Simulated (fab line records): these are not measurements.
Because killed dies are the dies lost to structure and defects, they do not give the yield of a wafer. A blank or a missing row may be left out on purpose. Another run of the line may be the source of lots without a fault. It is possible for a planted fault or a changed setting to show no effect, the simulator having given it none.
fab line records -- flow n5-finfet
[record] lots = 8, wafers = 24, last-day = 17
route steps=1938 shown BEOL_M2@879 BEOL_M4@1111 PASSIVATION@1936
lots that met no fault: from a run of the same line without faults
start-h: start of the lot's first displayed wafer, in hours after the record's first day -- wait-h: time in hours since the lot's previous step -- " identical to the entry in the row above -- L1.1+2: a single row standing in for several wafers -- - no value present, or no start provided -- * or withheld: withheld -- < > ~ a bound
route shown NAME@n: a module of which the file shows steps, and the number in the route of the first -- usual: average and standard deviation across the fault-free wafers -- same: alike in all rows -- chamber/n: place in a boat -- sites: each site's reading -- _std_site: standard deviation of those values -- _edge_site: inner sites' mean taken away from outer sites' mean -- radius-mm: for every site, how far away it sits from the centre of the wafer -- mask NAME#n: copy n -- behind: the tool/chamber that last shaped the wafer -- hold: cause of the lot's hold/its duration in hours/its outcome -- device: whichever transistor did not switch (one of n, p or np) -- end of line: the tests these same wafers got at the end of their route -- a step given without rows: its recipe and nothing more -- killed: dies that structure and defects cost at the first sort, which is not the same as the wafer's yield -- map: dies across one wafer; x = killed, . = not, _ = none there
set.NAME: the setting as run; set.NAME@STEP: as run at that earlier step -- model.NAME: the simulator's own value behind a step, which no gauge read
route steps across a sampled set of lots; one table per step, one row per wafer
services: a tool's chamber out of use, with start hour (start-h, from the record's first day; less than 0 if before it), hours out, and reason
[[steps]]
[step N5_BEOL_M2_DESCUM_33]
[recipe] chemistry = O2, time-s = 7, source-power-w = 50, bias-power-w = 20, pressure-mtorr = 20, rf-frequency-hz = 2.712e+07, temp-c = 40, resist = CAR-EUV, o2-flow-sccm = 225
[usual] bias-power-w = 20.00/0.064, drypump-motor-current-A = 5.4/0.39, oes-product-au = 0.76/0.083, rf-vpp-V = 242.8/1.4, showerhead-plenum-p-Torr = 2.05/0.082, throttle-valve-pct = 20.40/0.11
lot.wafer,tool,chamber,start-h,wait-h,bias-power-w,drypump-motor-current-A,oes-product-au,rf-hours-counter-h,rf-vpp-V,showerhead-plenum-p-Torr,throttle-valve-pct
L262.3,rie-diel-04,1,153.13,0.0,20.08,5.3,0.71,209,243.2,2.15,20.53
L262.4,rie-diel-04,3,153.13,0.0,19.94,5.6,0.71,183,241.4,1.98,20.27
L262.6,rie-diel-04,3,153.13,0.0,20.00,5.6,0.70,-,240.8,1.98,20.26
L265.3,rie-diel-04,3,169.33,0.0,19.99,5.7,0.70,190,242.8,1.97,20.26
L265.4,rie-diel-04,2,169.33,0.0,19.96,4.8,0.89,-,239.9,2.05,20.36
L265.6,rie-diel-04,0,169.33,0.0,19.95,5.9,0.70,-,242.2,1.97,20.48
L269.1,rie-diel-04,3,193.74,0.0,20.01,5.6,0.70,199,242.5,1.97,20.30
L269.2,rie-diel-04,2,193.74,0.0,19.97,4.8,0.88,47,242.4,2.05,20.39
L269.5,rie-diel-04,2,193.74,0.0,20.02,4.8,0.88,-,242.3,2.05,20.38
L271.2,rie-diel-04,2,208.78,0.0,20.03,4.8,0.87,51,240.9,2.05,20.37
L271.4,rie-diel-04,0,208.78,0.0,20.08,5.9,0.69,206,241.6,1.97,20.49
L271.6,rie-diel-04,3,208.78,0.0,20.08,5.6,0.69,-,241.8,1.97,20.29
L270.1,rie-diel-05,3,221.69,1.0,20.00,5.7,0.88,32,246.8,2.20,20.20
L270.5,rie-diel-05,1,221.69,1.0,19.91,5.5,0.73,-,241.8,1.97,20.39
L270.6,rie-diel-05,2,221.69,1.0,20.09,5.9,0.70,-,243.4,2.17,20.43
L274.2,rie-diel-05,3,223.44,1.6,19.94,5.7,0.89,34,245.7,2.20,20.20
L274.5,rie-diel-05,2,223.44,1.6,19.96,5.9,0.71,-,244.6,2.17,20.44
L274.6,rie-diel-05,3,223.44,1.6,20.09,5.7,0.88,-,245.7,2.20,20.19
L275.3,rie-diel-04,1,231.47,1.2,19.97,5.3,0.70,228,243.1,2.14,20.58
L275.4,rie-diel-04,2,231.47,1.2,19.87,4.8,0.86,55,242.2,2.05,20.39
L275.5,rie-diel-04,1,231.47,1.2,20.01,5.3,0.70,-,244.4,2.14,20.57
L281.2,rie-diel-04,1,263.28,0.0,20.03,5.3,0.69,241,244.1,2.14,20.58
L281.4,rie-diel-04,0,263.28,0.0,19.97,5.9,0.68,222,241.1,1.96,20.53
L281.5,rie-diel-04,1,263.28,0.0,20.03,5.3,0.69,-,244.1,2.14,20.58
[step N5_BEOL_M2_ETCH_77]
[recipe] chemistry = N2/H2, target = underlayer, target-depth-a = 65, mask-material = CAR-EUV, time-s = 5.2, ion-energy-ev = 200, pressure-mtorr = 30, source-w = 840, bias-w = 150, n2-flow-sccm = 200, h2-flow-sccm = 200, ends = cleared
[usual] drypump-motor-current-A = 5.5/0.39, etch-rf-on-time-s = 5.26/0.08, oes-product-au = 0.64/0.069, rf-vpp-V = 523.0/2.8, showerhead-plenum-p-Torr = 2.50/0.091, throttle-valve-pct = 17.88/0.2
lot.wafer,tool,chamber,start-h,wait-h,drypump-motor-current-A,etch-rf-on-time-s,oes-product-au,rf-hours-counter-h,rf-vpp-V,showerhead-plenum-p-Torr,throttle-valve-pct
L262.3,rie-diel-04,1,153.16,0.0,5.3,5.20,0.60,209,527.3,2.61,17.98
L262.4,rie-diel-04,3,153.16,0.0,5.6,5.33,0.61,183,521.7,2.42,17.85
L262.6,rie-diel-04,3,153.16,0.0,5.6,5.37,0.60,-,520.4,2.42,17.85
L265.3,rie-diel-04,3,169.36,0.0,5.6,5.30,0.59,190,520.4,2.42,17.87
L265.4,rie-diel-04,2,169.36,0.0,4.8,5.16,0.75,-,522.1,2.47,17.60
L265.6,rie-diel-04,0,169.36,0.0,5.9,5.18,0.59,-,520.3,2.42,18.03
L269.1,rie-diel-04,3,193.78,0.0,5.6,5.47,0.59,199,521.0,2.42,17.86
L269.2,rie-diel-04,2,193.78,0.0,4.8,5.26,0.74,47,520.2,2.47,17.60
L269.5,rie-diel-04,2,193.78,0.0,4.8,5.31,0.73,-,521.0,2.47,17.61
L271.2,rie-diel-04,2,208.81,0.0,4.8,5.23,0.73,51,522.0,2.47,17.59
L271.4,rie-diel-04,0,208.81,0.0,5.9,5.24,0.59,206,520.0,2.42,18.05
L271.6,rie-diel-04,3,208.81,0.0,5.6,5.38,0.59,-,521.1,2.42,17.86
L270.1,rie-diel-05,3,221.73,0.0,5.7,5.38,0.75,32,528.2,2.71,17.72
L270.5,rie-diel-05,1,221.73,0.0,5.5,5.40,0.60,-,520.4,2.42,18.06
L270.6,rie-diel-05,2,221.73,0.0,5.9,5.34,0.59,-,522.6,2.63,17.93
L274.2,rie-diel-05,3,223.48,0.0,5.7,5.47,0.73,34,530.1,2.71,17.72
L274.5,rie-diel-05,2,223.48,0.0,5.9,5.33,0.60,-,526.9,2.63,17.93
L274.6,rie-diel-05,3,223.48,0.0,5.7,5.35,0.73,-,527.1,2.71,17.72
L275.3,rie-diel-04,1,231.50,0.0,5.3,5.22,0.60,228,524.7,2.60,17.99
L275.4,rie-diel-04,2,231.50,0.0,4.8,5.20,0.73,55,522.5,2.47,17.64
L275.5,rie-diel-04,1,231.50,0.0,5.3,5.20,0.60,-,527.0,2.60,18.01
L281.2,rie-diel-04,1,263.32,0.0,5.3,5.18,0.59,241,525.7,2.59,18.02
L281.4,rie-diel-04,0,263.32,0.0,5.9,5.23,0.57,222,522.7,2.41,18.11
L281.5,rie-diel-04,1,263.32,0.0,5.3,5.20,0.59,-,526.9,2.59,18.03
[step N5_BEOL_M2_TRENCH_ETCH_37]
[recipe] chemistry = C4F6/O2, target-depth-a = 555.55, target = SiOC, time-s = 29.2, ion-energy-ev = 250, pressure-mtorr = 30, source-w = 355, bias-w = 185, Ar_flow_sccm = 300, C4F6_flow_sccm = 10, O2_flow_sccm = 10
[usual] drypump-motor-current-A = 5.5/0.38, oes-product-au = 0.77/0.08, rf-vpp-V = 665/10, run-length-s = 52.6/0.4, showerhead-plenum-p-Torr = 2.84/0.1, throttle-valve-pct = 20.84/0.18
lot.wafer,tool,chamber,start-h,wait-h,drypump-motor-current-A,oes-product-au,rf-hours-counter-h,rf-vpp-V,run-length-s,showerhead-plenum-p-Torr,throttle-valve-pct
L262.3,rie-diel-02,1,160.93,-,4.9,0.87,27,656,52.3,2.91,20.62
L262.4,rie-diel-02,3,160.93,-,5.4,0.91,32,663,52.2,2.89,20.71
L262.6,rie-diel-02,0,160.93,-,5.7,0.71,-,673,51.8,2.73,20.93
L265.3,rie-diel-02,2,169.87,-,5.9,0.71,194,651,52.8,2.94,21.00
L265.4,rie-diel-02,3,169.87,-,5.4,0.90,-,664,52.1,2.89,20.72
L265.6,rie-diel-02,2,169.87,-,5.9,0.72,-,651,52.8,2.94,21.00
L269.1,rie-diel-04,1,196.27,-,5.3,0.69,222,660,52.9,2.94,21.13
L269.2,rie-diel-04,2,196.27,-,4.8,0.86,48,675,52.1,2.78,20.74
L269.5,rie-diel-04,3,196.27,-,5.7,0.69,-,682,52.8,2.70,20.81
L271.2,rie-diel-02,2,211.24,-,5.9,0.71,207,651,53.4,2.94,21.01
L271.4,rie-diel-02,3,211.24,-,5.4,0.88,46,661,52.1,2.89,20.73
L271.6,rie-diel-02,1,211.24,-,5.0,0.85,-,654,52.5,2.91,20.63
L270.1,rie-diel-02,3,222.38,-,5.3,0.87,50,663,59.7,2.88,20.72
L270.5,rie-diel-02,0,222.38,-,5.6,0.69,-,672,59.3,2.72,20.95
L270.6,rie-diel-02,1,222.38,-,4.9,0.83,-,654,52.6,2.90,20.64
L274.2,rie-diel-02,3,224.74,-,5.4,0.87,51,663,59.7,2.88,20.73
L274.5,rie-diel-02,2,224.74,-,5.9,0.70,-,650,60.2,2.93,21.03
L274.6,rie-diel-02,3,224.74,-,5.4,0.88,-,663,52.5,2.88,20.73
L275.3,rie-diel-02,2,233.86,-,5.9,0.70,219,649,52.7,2.93,21.06
L275.4,rie-diel-02,3,233.86,-,5.4,0.86,56,662,52.2,2.88,20.74
L275.5,rie-diel-02,1,233.86,-,5.0,0.84,-,653,60.0,2.90,20.65
L281.2,rie-diel-04,2,266.67,-,4.8,0.84,69,675,52.3,2.77,20.77
L281.4,rie-diel-04,3,266.67,-,5.7,0.68,-,681,52.5,2.69,20.84
L281.5,rie-diel-04,3,266.67,-,5.7,0.67,-,681,52.9,2.69,20.84
[step N5_BEOL_M2_OCD_MEAS_38]
[usual] trench-depth-nm = 55.0/0.6
lot.wafer,tool,chamber,start-h,wait-h,trench-depth-nm
L262.3,ocd-02,-,161.09,-,55.2
L262.4,ocd-02,-,161.09,-,56.1
L262.6,ocd-02,-,161.09,-,54.8
L265.3,ocd-01,-,170.03,-,55.0
L265.4,ocd-01,-,170.03,-,55.1
L265.6,ocd-01,-,170.03,-,55.3
L269.1,ocd-02,-,196.42,-,55.0
L269.2,ocd-02,-,196.42,-,55.3
L269.5,ocd-02,-,196.42,-,53.7
L271.2,ocd-01,-,211.39,-,55.0
L271.4,ocd-01,-,211.39,-,55.1
L271.6,ocd-01,-,211.39,-,54.9
L270.1,ocd-01,-,222.54,-,68.6
L270.5,ocd-01,-,222.54,-,67.7
L270.6,ocd-01,-,222.54,-,54.2
L274.2,ocd-01,-,224.90,-,69.6
L274.5,ocd-01,-,224.90,-,69.7
L274.6,ocd-01,-,224.90,-,55.5
L275.3,ocd-02,-,234.02,-,55.3
L275.4,ocd-02,-,234.02,-,55.4
L275.5,ocd-02,-,234.02,-,69.9
L281.2,ocd-02,-,266.89,-,54.7
L281.4,ocd-02,-,266.89,-,54.1
L281.5,ocd-02,-,266.89,-,54.5
[step N5_BEOL_M2_PRE_CLEAN_45]
[recipe] gas = H2/He, time-s = 30, temp-c = 250
[usual] heater-power-w = 343/59
lot.wafer,tool,chamber,start-h,wait-h,heater-power-w
L262.3,pvd-sputter-02,-,161.70,0.0,405
L262.4,pvd-sputter-02,-,161.70,0.0,403
L262.6,pvd-sputter-02,-,161.70,0.0,282
L265.3,pvd-sputter-01,-,170.34,0.0,329
L265.4,pvd-sputter-01,-,170.34,0.0,280
L265.6,pvd-sputter-01,-,170.34,0.0,326
L269.1,pvd-sputter-03,-,196.71,0.0,299
L269.2,pvd-sputter-03,-,196.71,0.0,274
L269.5,pvd-sputter-03,-,196.71,0.0,280
L271.2,pvd-sputter-03,-,212.14,0.0,309
L271.4,pvd-sputter-03,-,212.14,0.0,335
L271.6,pvd-sputter-03,-,212.14,0.0,299
L270.1,pvd-sputter-02,-,222.79,0.0,415
L270.5,pvd-sputter-02,-,222.79,0.0,422
L270.6,pvd-sputter-02,-,222.79,0.0,371
L274.2,pvd-sputter-01,-,225.21,0.0,280
L274.5,pvd-sputter-01,-,225.21,0.0,329
L274.6,pvd-sputter-01,-,225.21,0.0,322
L275.3,pvd-sputter-01,-,234.79,0.0,324
L275.4,pvd-sputter-01,-,234.79,0.0,339
L275.5,pvd-sputter-01,-,234.79,0.0,331
L281.2,pvd-sputter-03,-,267.36,0.0,303
L281.4,pvd-sputter-03,-,267.36,0.0,274
L281.5,pvd-sputter-03,-,267.36,0.0,333
[step N5_BEOL_M2_THK_MEAS_53]
[recipe] thk-meas-gauge = xrf, reads = Cu_of_BEOL_M2_ECD_50
[usual] M2_THK = 38.6/1.5
lot.wafer,tool,chamber,start-h,wait-h,M2_THK[nm]
L262.3,film-metro-01,-,165.54,-,38.2
L262.4,film-metro-01,-,165.54,-,39.3
L262.6,film-metro-01,-,165.54,-,37.2
L265.3,film-metro-01,-,174.39,-,37.2
L265.4,film-metro-01,-,174.39,-,38.1
L265.6,film-metro-01,-,174.39,-,37.1
L269.1,film-metro-01,-,200.11,-,41.0
L269.2,film-metro-01,-,200.11,-,38.4
L269.5,film-metro-01,-,200.11,-,37.6
L271.2,film-metro-02,-,215.77,-,38.4
L271.4,film-metro-02,-,215.77,-,41.3
L271.6,film-metro-02,-,215.77,-,40.1
L270.1,film-metro-01,-,225.95,-,53.6
L270.5,film-metro-01,-,225.95,-,51.6
L270.6,film-metro-01,-,225.95,-,37.7
L274.2,film-metro-01,-,228.61,-,53.0
L274.5,film-metro-01,-,228.61,-,55.7
L274.6,film-metro-01,-,228.61,-,39.6
L275.3,film-metro-02,-,237.94,-,39.8
L275.4,film-metro-02,-,237.94,-,39.6
L275.5,film-metro-02,-,237.94,-,53.2
L281.2,film-metro-01,-,272.02,-,37.9
L281.4,film-metro-01,-,272.02,-,37.8
L281.5,film-metro-01,-,272.02,-,38.2
[step N5_BEOL_M2_RS_MEAS_58]
[recipe] thk-meas-gauge = four-point-probe, reads = Co_of_BEOL_M2_CO_CAP_55+Cu_of_BEOL_M2_ECD_50+Co_of_BEOL_M2_CVD_47+TaN_of_BEOL_M2_ALD_84
[usual] M2_RS = 0.69/0.033
lot.wafer,tool,chamber,start-h,wait-h,M2_RS[ohm/sq]
L262.3,film-metro-01,-,165.80,0.1,0.69
L262.4,film-metro-01,-,165.80,0.1,0.67
L262.6,film-metro-01,-,165.80,0.1,0.71
L265.3,film-metro-01,-,174.65,0.1,0.73
L265.4,film-metro-01,-,174.65,0.1,0.71
L265.6,film-metro-01,-,174.65,0.1,0.73
L269.1,film-metro-02,-,200.37,0.0,0.64
L269.2,film-metro-02,-,200.37,0.0,0.70
L269.5,film-metro-02,-,200.37,0.0,0.71
L271.2,film-metro-02,-,216.03,0.1,0.70
L271.4,film-metro-02,-,216.03,0.1,0.63
L271.6,film-metro-02,-,216.03,0.1,0.66
L270.1,film-metro-01,-,226.24,0.1,0.46
L270.5,film-metro-01,-,226.24,0.1,0.48
L270.6,film-metro-01,-,226.24,0.1,0.72
L274.2,film-metro-01,-,228.90,0.1,0.47
L274.5,film-metro-01,-,228.90,0.1,0.44
L274.6,film-metro-01,-,228.90,0.1,0.67
L275.3,film-metro-01,-,238.20,0.1,0.66
L275.4,film-metro-01,-,238.20,0.1,0.66
L275.5,film-metro-01,-,238.20,0.1,0.45
L281.2,film-metro-01,-,272.28,0.1,0.70
L281.4,film-metro-01,-,272.28,0.1,0.70
L281.5,film-metro-01,-,272.28,0.1,0.69
[step N5_BEOL_M4_RC_MEAS_101]
[usual] DIBL_N = 36.9/1.7, DIBL_P = 36.7/2.1, IOFF_N = 0.17/0.032, IOFF_P = 0.22/0.036, ION_N = 674/12, ION_P = 461/7, SERP_M2 = 205/17, SERP_M2_max_site = 218/19, SS_N = 71.7/0.6, SS_P = 73.4/0.67, VT_N = 249/3.1, VT_P = -250/3.2
lot.wafer,tool,chamber,start-h,wait-h,DIBL_N[mV/V],DIBL_P[mV/V],IOFF_N[nA/um],IOFF_P[nA/um],ION_N[uA/um],ION_P[uA/um],SERP_M2[ohm/um],SERP_M2_max_site[ohm/um],SS_N[mV/dec],SS_P[mV/dec],VT_N[mV],VT_P[mV]
L262.3,prober-02,0,186.05,0.3,35.1,33.9,0.13,0.15,653,449,207,214,70.7,73.5,251,-257
L262.4,prober-02,0,186.05,0.3,37.2,36.8,0.17,0.19,682,455,212,223,71.6,73.1,251,-255
L262.6,prober-02,0,186.05,0.3,37.5,35.1,0.17,0.16,677,451,243,260,71.5,73.5,248,-256
L265.3,prober-02,0,197.64,0.4,38.0,40.4,0.20,0.27,687,469,219,225,72.1,73.6,244,-246
L265.4,prober-02,0,197.64,0.4,35.7,36.3,0.16,0.20,670,464,194,200,71.7,72.8,248,-251
L265.6,prober-02,0,197.64,0.4,37.3,39.3,0.18,0.26,671,463,210,222,72.3,73.7,248,-248
L269.1,prober-01,0,221.92,0.0,34.8,34.7,0.15,0.20,662,461,198,207,71.6,72.5,251,-249
L269.2,prober-01,0,221.92,0.0,34.6,34.8,0.13,0.21,657,454,210,224,70.7,71.8,253,-252
L269.5,prober-01,0,221.92,0.0,35.2,35.8,0.15,0.23,673,464,208,230,71.5,72.8,251,-249
L271.2,prober-01,0,231.92,0.2,36.1,35.3,0.15,0.22,668,466,219,231,71.4,72.6,250,-246
L271.4,prober-01,0,231.92,0.2,34.8,34.0,0.13,0.19,656,457,193,210,70.9,71.8,253,-252
L271.6,prober-01,0,231.92,0.2,35.1,34.4,0.14,0.19,665,459,194,204,71.9,72.7,252,-249
L270.1,prober-01,0,248.61,0.0,38.3,37.3,0.18,0.23,684,461,139,145,72.0,73.8,250,-252
L270.5,prober-01,0,248.61,0.0,40.4,39.3,0.24,0.27,692,472,157,172,72.4,74.3,246,-249
L270.6,prober-01,0,248.61,0.0,38.5,36.5,0.20,0.22,680,458,207,224,72.6,74.3,248,-250
L274.2,prober-01,0,249.86,0.2,38.3,38.9,0.21,0.27,691,467,145,152,71.7,74.6,247,-247
L274.5,prober-01,0,249.86,0.2,38.2,39.0,0.21,0.26,691,470,133,139,71.4,74.2,246,-248
L274.6,prober-01,0,249.86,0.2,35.9,36.5,0.16,0.21,681,467,216,236,71.6,72.9,251,-250
L275.3,prober-01,0,257.39,0.3,37.3,36.8,0.18,0.24,676,465,212,222,71.6,73.5,246,-248
L275.4,prober-01,0,257.39,0.3,37.9,35.9,0.20,0.23,685,468,185,194,71.9,73.4,246,-250
L275.5,prober-01,0,257.39,0.3,37.8,35.7,0.18,0.22,681,466,142,149,71.8,72.5,247,-250
L281.2,prober-02,0,293.19,0.2,35.5,34.9,0.14,0.19,673,462,189,197,72.0,73.8,254,-250
L281.4,prober-02,0,293.19,0.2,32.0,30.8,0.10,0.14,651,452,184,192,69.8,72.5,255,-255
L281.5,prober-02,0,293.19,0.2,35.6,34.9,0.14,0.20,667,462,180,186,71.3,73.7,255,-251
// sites SERP_M2 radius-mm=0,75,75,75,75,140,140,140,140
L262.3 204 210 196 200 214 212 207 203 213
L265.3 208 222 225 220 220 205 216 206 219
L269.1 202 199 202 198 207 186 187 182 192
L271.2 220 231 222 212 226 219 218 197 215
L270.1 138 135 141 145 137 139 133 142 142
L274.2 137 144 140 145 137 150 152 151 152
L275.3 213 222 208 215 218 212 193 196 203
L281.2 189 187 194 193 197 179 186 177 191
[step N5_PASSIVATION_PROBE_49]
[usual] defect-limited-yield = 91.7/1.5, killed_at_M0_to_M3 = 32/9.6, killed_at_M4_up = 13/5.3, killed-at-contacts = 12/6.8, killed-at-front-end = 36/9.8, killed-at-other = 4/3.1, killed-dies = 98/17, killed-open = 65/13, killed-short = 32/8.5, sort_bin_5_function = 4.9/0.93, sort_bin_6_memory = 3.2/0.67, sort-n-pass = 1082/17, sort-yield-pct = 91.7/1.4
[same] gross-dies = 1180, killed-at-back-side = 0, sort_bin_4_leakage[%] = 0, sort_bin_8_speed[%] = 0
lot.wafer,tool,chamber,start-h,wait-h,defect-limited-yield[%],killed_at_M0_to_M3,killed_at_M4_up,killed-at-contacts,killed-at-front-end,killed-at-other,killed-dies,killed-open,killed-short,sort_bin_5_function[%],sort_bin_6_memory[%],sort-n-pass,sort-yield-pct[%]
L265.3,prober-01,-,294.73,0.1,93.6,29,15,16,13,3,76,56,18,3.5,2.8,1104,93.6
L265.4,prober-01,-,294.78,0.2,92.7,32,10,12,28,4,86,53,32,4.6,2.5,1094,92.7
L265.6,prober-01,-,294.88,0.3,91.4,36,10,6,44,5,101,78,23,5.0,3.5,1079,91.4
L269.1,prober-01,-,318.32,0.0,89.1,39,11,11,65,3,129,88,41,6.4,4.0,1051,89.1
L269.2,prober-01,-,318.37,0.1,90.6,38,12,17,41,3,111,79,30,5.4,3.5,1069,90.6
L269.5,prober-01,-,318.52,0.2,93.1,35,6,8,30,2,81,62,18,4.4,2.4,1099,93.1
L274.2,prober-01,-,346.18,0.1,91.6,30,18,8,37,6,99,63,33,5.3,2.8,1081,91.6
L274.5,prober-01,-,346.33,0.2,93.0,22,19,5,34,3,83,53,30,3.6,2.9,1097,93.0
L274.6,prober-01,-,346.38,0.3,92.5,25,10,11,34,8,88,52,35,4.3,2.9,1092,92.5
L270.1,prober-02,-,359.15,0.0,92.2,36,6,6,38,6,92,52,38,3.7,3.6,1088,92.2
L270.5,prober-02,-,359.35,0.2,91.8,32,16,14,33,2,97,58,39,4.8,3.1,1083,91.8
L270.6,prober-02,-,359.40,0.3,90.7,31,17,15,40,7,110,68,36,5.3,3.3,1070,90.7
L275.3,prober-02,-,361.10,1.0,91.4,27,22,6,38,8,101,69,32,5.0,3.4,1079,91.4
L275.4,prober-02,-,361.15,1.1,91.6,28,12,5,47,7,99,64,35,5.8,2.5,1081,91.6
L275.5,prober-02,-,361.20,1.1,91.7,27,11,6,50,4,98,62,36,5.3,2.6,1082,91.7
// killed by level:class
L265.3 MOL_CONTACT_COAG:geometric-particle:open=14 BEOL_M0_SAQP:geometric-particle:short=9 BEOL_M4:geometric-particle:open=7 BEOL_M0_SAQP:geometric-particle:open=6 BEOL_M2:geometric-particle:open=5 BEOL_M1:geometric-particle:open=4 BEOL_M3:geometric-particle:open=4 GATE_CUT:geometric-particle:short=3
L265.4 BEOL_M0_SAQP:geometric-particle:short=9 STI_FIN_REVEAL:geometric-particle:open=8 MOL_CONTACT_COAG:geometric-particle:short=8 BEOL_M2:geometric-particle:open=8 BEOL_M0_SAQP:geometric-particle:open=6 DUMMY_GATE:geometric-particle:open=5 MOL_CONTACT_COAG:geometric-particle:open=4 BEOL_M1:geometric-particle:open=4
L265.6 STI_FIN_REVEAL:geometric-particle:open=20 BEOL_M2:geometric-particle:open=11 BEOL_M0_SAQP:geometric-particle:open=7 FIN_SAQP:geometric-particle:open=5 MOL_CONTACT_COAG:geometric-particle:open=5 BEOL_M0_SAQP:geometric-particle:short=4 BEOL_M1:geometric-particle:open=4 BEOL_M3:geometric-particle:open=4
L269.1 FIN_SAQP:geometric-particle:open=30 FIN_SAQP:geometric-particle:short=21 BEOL_M1:geometric-particle:open=13 MOL_CONTACT_COAG:geometric-particle:open=10 BEOL_M0_SAQP:geometric-particle:open=10 BEOL_M2:geometric-particle:open=9 DUMMY_GATE:geometric-particle:short=4 BEOL_M8:geometric-particle:open=4
L269.2 MOL_CONTACT_COAG:geometric-particle:open=15 BEOL_M3:geometric-particle:open=15 FIN_SAQP:geometric-particle:open=13 STI_FIN_REVEAL:geometric-particle:open=8 FIN_SAQP:geometric-particle:short=7 BEOL_M2:geometric-particle:open=7 BEOL_M0_SAQP:geometric-particle:open=6 BEOL_M1:geometric-particle:open=4
L269.5 BEOL_M1:geometric-particle:open=12 FIN_SAQP:geometric-particle:open=9 MOL_CONTACT_COAG:geometric-particle:open=8 BEOL_M2:geometric-particle:open=7 STI_FIN_REVEAL:geometric-particle:open=6 BEOL_M0_SAQP:geometric-particle:short=5 BEOL_M3:geometric-particle:open=5 GATE_CUT:geometric-particle:short=4
L274.2 STI_FIN_REVEAL:geometric-particle:open=18 BEOL_M0_SAQP:geometric-particle:short=12 FIN_SAQP:geometric-particle:short=8 MOL_CONTACT_COAG:geometric-particle:open=6 BEOL_M0_SAQP:geometric-particle:open=5 BEOL_M2:geometric-particle:open=5 FIN_SAQP:geometric-particle:open=4 BEOL_M3:geometric-particle:open=4
L274.5 STI_FIN_REVEAL:geometric-particle:open=10 BEOL_M4:geometric-particle:open=8 FIN_SAQP:geometric-particle:short=6 BEOL_M1:geometric-particle:open=6 BEOL_M2:geometric-particle:open=6 MOL_CONTACT_COAG:geometric-particle:open=5 FIN_SAQP:geometric-particle:open=4 BEOL_M0_SAQP:geometric-particle:short=4
L274.6 MOL_CONTACT_COAG:geometric-particle:open=8 FIN_SAQP:geometric-particle:open=7 BEOL_M0_SAQP:geometric-particle:open=7 BEOL_M1:geometric-particle:short=6 FIN_SAQP:geometric-particle:short=5 STI_FIN_REVEAL:geometric-particle:open=5 BEOL_M0_SAQP:geometric-particle:short=5 STARTING-WAFER:geometric-particle:open=4
L270.1 BEOL_M0_SAQP:geometric-particle:open=13 FIN_SAQP:geometric-particle:short=9 BEOL_M0_SAQP:geometric-particle:short=9 FIN_SAQP:geometric-particle:open=7 STI_FIN_REVEAL:geometric-particle:open=7 GATE_CUT:geometric-particle:short=7 MOL_CONTACT_COAG:geometric-particle:open=6 BEOL_M0:geometric-particle:open=4
L270.5 MOL_CONTACT_COAG:geometric-particle:open=10 BEOL_M0_SAQP:geometric-particle:short=7 BEOL_M4:geometric-particle:open=7 FIN_SAQP:geometric-particle:short=6 BEOL_M0:geometric-particle:open=6 GATE_CUT:geometric-particle:open=6 FIN_SAQP:geometric-particle:open=5 BEOL_M0_SAQP:geometric-particle:open=5
L270.6 MOL_CONTACT_COAG:geometric-particle:open=13 BEOL_M2:geometric-particle:open=10 BEOL_M4:geometric-particle:open=10 GATE_CUT:geometric-particle:short=8 GATE_CUT:geometric-particle:open=7 HKMG_FIN:area-etch=6 BEOL_M0:geometric-particle:open=5 BEOL_M0_SAQP:geometric-particle:short=4
L275.3 BEOL_M4:geometric-particle:open=11 STI_FIN_REVEAL:geometric-particle:open=10 BEOL_M3:geometric-particle:open=9 BEOL_M2:geometric-particle:open=8 MOL_CONTACT_COAG:geometric-particle:open=6 FIN_SAQP:geometric-particle:short=5 FIN_SAQP:geometric-particle:open=5 BEOL_M0_SAQP:geometric-particle:short=3
L275.4 STI_FIN_REVEAL:geometric-particle:open=8 FIN_SAQP:geometric-particle:short=7 BEOL_M3:geometric-particle:open=7 DUMMY_GATE:geometric-particle:open=6 GATE_CUT:geometric-particle:short=6 BEOL_M0_SAQP:geometric-particle:open=5 BEOL_M5:geometric-particle:open=5 BEOL_M1:geometric-particle:open=4
L275.5 STI_FIN_REVEAL:geometric-particle:open=10 FIN_SAQP:geometric-particle:short=9 FIN_SAQP:geometric-particle:open=7 MOL_CONTACT_COAG:geometric-particle:open=5 BEOL_M0_SAQP:geometric-particle:short=5 BEOL_M0_SAQP:geometric-particle:open=5 SPACER0:geometric-particle:open=4 BEOL_M2:geometric-particle:open=4
[[services]]
tool,chamber,start-h,hours,kind
pvd-sputter-01,-,129.67,3.7,repair
rie-diel-04,3,144.48,1.3,repair
pvd-sputter-03,-,150.18,7.7,repair
rie-diel-04,1,165.57,6.6,repair
rie-diel-02,1,169.13,2.1,repair
rie-diel-04,-,212.45,14.6,pm
rie-diel-05,0,213.96,11.5,repair
rie-diel-05,-,227.23,15.6,pm
rie-diel-05,1,253.43,2.5,repair
[[key]]
[first-sign] step = N5_BEOL_M2_TRENCH_ETCH_37, reading = run-length-s, direction = up, sigmas = 18, usual = *, struck = *
[effect] step = N5_BEOL_M2_OCD_MEAS_38, reading = trench-depth-nm, direction = up, sigmas = 23, usual = 55.0, struck = 69.1
[effect] step = N5_BEOL_M2_THK_MEAS_53, reading = M2_THK, direction = up, sigmas = 10, usual = 38.6, struck = 53.4
[effect] step = N5_BEOL_M2_RS_MEAS_58, reading = M2_RS, direction = down, sigmas = 6.9, usual = 0.69, struck = 0.46
[effect] step = N5_BEOL_M4_RC_MEAS_101, reading = SERP_M2, direction = down, sigmas = 3.7, usual = 205, struck = 143
[effect] step = N5_BEOL_M4_RC_MEAS_101, reading = SERP_M2_max_site, direction = down, sigmas = 3.6, usual = 218, struck = 151
met-at N5_BEOL_M2_TRENCH_ETCH_37
struck-lots L270,L274,L275
struck-wafers L270.1,L270.5,L274.2,L274.5,L275.5
not-acting-at N5_BEOL_M2_DESCUM_33,N5_BEOL_M2_ETCH_77,N5_BEOL_M2_PRE_CLEAN_45
onset-between 211.24 222.38
[fault] kind = process-parameter-drift, tool = rie-diel-02, chamber = -, onset-h = 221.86, steps = N5_BEOL_M2_TRENCH_ETCH_37, channel = time-s, offset = *, shape = step, end-h = 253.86, scope = struck-wafers-only, acts-in = *, stated = *
